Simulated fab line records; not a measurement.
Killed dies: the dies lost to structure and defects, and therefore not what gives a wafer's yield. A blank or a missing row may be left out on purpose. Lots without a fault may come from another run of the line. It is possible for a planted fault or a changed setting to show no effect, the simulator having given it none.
Comparing a struck lot with a sound one :: flow nand harc :: 26 steps out of a route of 1302
Sound: these wafers, L568.1, L568.5, L568.6. Struck: wafers L581.4, L581.5, L581.6. Last of all comes the cause.
At each step with rows: each side's tool, then ch and its chambers, then its first start. Under that, the readings that differ: sound wafers :: struck wafers :: difference of the means :: sigmas: that difference in standard deviations of wafers without a fault.
alike: readings whose means differ by less than 2 such deviations, and words and numbers that are the same on both sides. not compared: withheld readings, readings that some wafer has no value for, bounds like >300 that may hide the same value, and numbers for which the record gives no deviation and whose values overlap.
Wherever a step has rows on one side only, a row that says differs or no value, or a row with sigmas, the two part there. Non-overlapping numbers with no deviation appear without sigmas and do not part them. A reading missing from all wafers of one side parts the sides only when that side holds two or more wafers.

first, 5 steps without rows for these wafers: NHARC_P_GATE_STRIP_15 (strips in SPM, time 780 s); NHARC_P_GATE_PRECLEAN_71 (cleans in SC1); NHARC_P_GATE_SRD_72; NHARC_P_GATE_OXIDE_16 (material SiO2, target thk 3 nm, ox time 392 s); NHARC_P_GATE_CVD_17 (deposits poly-Si, target thk 150 nm, time 900 s).
NHARC_P_GATE_HM_DEP_102: deposits aC, target thk 120 nm.
  sound on acl dep-03 ch 0, day 5 10:00; struck on acl dep-02 ch 0, day 11 01:27
  alike: throttle valve pct
NHARC_P_GATE_DEP_103: deposits SiON, target thk 30 nm.
  sound on pecvd-02 ch 0,1,2, day 5 10:42; struck on pecvd-02 ch 0,1,2, day 11 01:56
  alike: heater power outer w, heater power w
then, 5 steps without rows for these wafers: NHARC_P_GATE_DEHYDRATE_18 (time 120 s); NHARC_P_GATE_HMDS_19 (time 30 s); NHARC_P_GATE_COAT_20 (resist thk 90 nm); NHARC_P_GATE_SOFTBAKE_21 (time 55 s); NHARC_P_GATE_EBR_22.
NHARC_P_GATE_EXPOSE_23: exposes mask P GATE, target cd 120 nm.
  sound on arfi scanner-01 ch 0, day 5 11:13; struck on arfi scanner-02 ch 0, day 11 02:25
reading: mask
sound: P_GATE#0 P_GATE#0 P_GATE#0
struck: P_GATE_R1#0 P_GATE_R1#0 P_GATE_R1#0
difference: differs
sigmas: 
then, 2 steps without rows for these wafers: NHARC_P_GATE_PEB_24 (peb time 65 s); NHARC_P_GATE_DEVELOP_25 (develop time 35 s).
NHARC_P_GATE_CD_MEAS_26: target cd 120 nm.
  sound on cd sem-02 ch 0, day 5 11:21; struck on cd sem-02 ch 0, day 11 02:33
reading: cd nm (nm)
sound: 121.4 121.2 121.4
struck: 109.8 110.7 110.8
difference: -10.9
sigmas: -14
NHARC_P_GATE_OVL_MEAS_27:
  sound: overlay-02 at day 5 11:26; struck: overlay-01 at day 11 02:38
  alike: overlay x nm, overlay y nm
NHARC_P_GATE_INSPECT_28:
  sound: defect inspect-01 at day 5 11:28; struck: defect inspect-02 at day 11 02:40
  alike: raw defect count
NHARC_P_GATE_DESCUM_31: chemistry O2, time 3 s.
  sound on rie diel-05 ch 2,3, day 5 11:32; struck on rie diel-05 ch 1,2, day 11 02:43
reading: model.P_GATE.cd nm (nm)
sound: 121.6 120.3 121.9
struck: 110.4 111.9 111.1
difference: -10.1
sigmas: 
  alike: drypump motor current A, oes product au, rf vpp V, showerhead plenum p Torr, throttle valve pct
  not compared: rf hours counter h
NHARC_P_GATE_ETCH_104: etches the open film in CF4/CHF3, target depth 60 nm.
  sound on rie diel-05 ch 0,3, day 5 11:37; struck on rie diel-05 ch 1,2, day 11 02:49
  alike: drypump motor current A, oes product au, rf vpp V, showerhead plenum p Torr, throttle valve pct
NHARC_P_GATE_HM_OPEN_105: chemistry O2/COS, target depth 360 nm.
  sound on rie diel-05 ch 0,2,3; struck on rie diel-05 ch 0,1
  alike: drypump motor current A, oes product au, rf vpp V, showerhead plenum p Torr, throttle valve pct
  not compared: rf hours counter h
then, 1 step without rows for these wafers: NHARC_P_GATE_STRIP_106 (strips in O2/COS).
NHARC_P_GATE_ETCH_114: etches the open film in CF4/O2, target depth 30 nm, overetch 3 nm, time 16.5 s.
  sound on rie diel-05 ch 0,3; struck on rie diel-05 ch 1,2
  alike: drypump motor current A, oes product au, rf vpp V, showerhead plenum p Torr, throttle valve pct
  not compared: rf hours counter h
NHARC_P_GATE_ETCH_32: etches the open film in HBr/Cl2, target depth 150 nm, time 100.1 s.
  sound on rie si-06 ch 0,1, day 5 12:01; struck on rie si-01 ch 0,1,3, day 11 03:14
reading: model.P_GATE.cd nm (nm)
sound: 125.2 114.4 124.6
struck: 111.1 111 106.5
difference: -11.9
sigmas: 
  alike: drypump motor current A, oes product au, throttle valve pct
  not compared: rf hours counter h
then, 1 step without rows for these wafers: NHARC_P_GATE_STRIP_108 (strips in O2).
-- jump in the record: it breaks off in module P_GATE and resumes in module END (first step shown: number 1302 of the route), and 19 days separate the struck wafers' starts before and after --
NHARC_END_SORT_01:
  only the struck wafers appear in the record here, on prober-01 ch 0 at day 30 02:21; the sound ones have no rows

WHERE THEY PART
Earliest at NHARC_P_GATE_EXPOSE_23; latest, in this record, at NHARC_END_SORT_01.

WHY: what the simulator had put in
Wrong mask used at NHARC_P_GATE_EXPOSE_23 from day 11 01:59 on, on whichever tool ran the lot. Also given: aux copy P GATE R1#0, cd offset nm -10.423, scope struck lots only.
